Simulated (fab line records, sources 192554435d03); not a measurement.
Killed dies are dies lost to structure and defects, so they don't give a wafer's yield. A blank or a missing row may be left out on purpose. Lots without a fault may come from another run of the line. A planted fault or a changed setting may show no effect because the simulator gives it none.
Chamber matching | flow n5_finfet | N5_BEOL_M10_ALD_74 on ald_metal-03: 4 sister chambers
The step deposits TaN, target thk 2 nm, pulse time 2 s, purge time 3 s. 4 wafers are shown with their chamber, then 11 later ones without.

WAFERS WITH THEIR CHAMBER
wafer  | chamber | heater_power_w (W)
L081.5 | 1       | 356
L086.3 | 2       | 427
L086.6 | 3       | 388
L087.2 | 0       | 484

WAFERS WITHOUT THEIR CHAMBER
wafer  | heater_power_w (W)
L087.4 | 403
L087.5 | 361
L094.3 | 368
L094.4 | 482
L094.6 | 461
L093.2 | 329
L093.3 | 420
L093.4 | 476
L096.2 | 406
L096.3 | 375
L096.5 | 415

WHICH CHAMBER EACH WENT THROUGH
wafer  | from the rows above     | in truth
L087.4 | can't be placed: 3 or 2 | 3
L087.5 | can't be placed: 1 or 3 | 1
L094.3 | can't be placed: 1 or 3 | 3
L094.4 | 0                       | 0
L094.6 | can't be placed: 0 or 2 | 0
L093.2 | 1                       | 1
L093.3 | can't be placed: 2 or 3 | 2
L093.4 | 0                       | 0
L096.2 | can't be placed: 3 or 2 | 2
L096.3 | can't be placed: 3 or 1 | 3
L096.5 | can't be placed: 2 or 3 | 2
Placed correctly: 3 of 11. Can't be placed from these rows: 8 (the true chamber is among the candidates in 8). Placed wrongly: 0.
How it was worked out, from the rows above alone: a wafer's distance from a chamber is the root of the sum, over the readings, of the square of ((its reading less the chamber's mean) divided by the reading's scatter). The wafer belongs to the nearest chamber; if the next one is less than 2 further off, it can't be placed. A chamber's mean is the mean of its shown wafers. The scatter: with one shown wafer a chamber, the root of the mean of the squares of how far each hidden wafer lies from its nearest shown one.
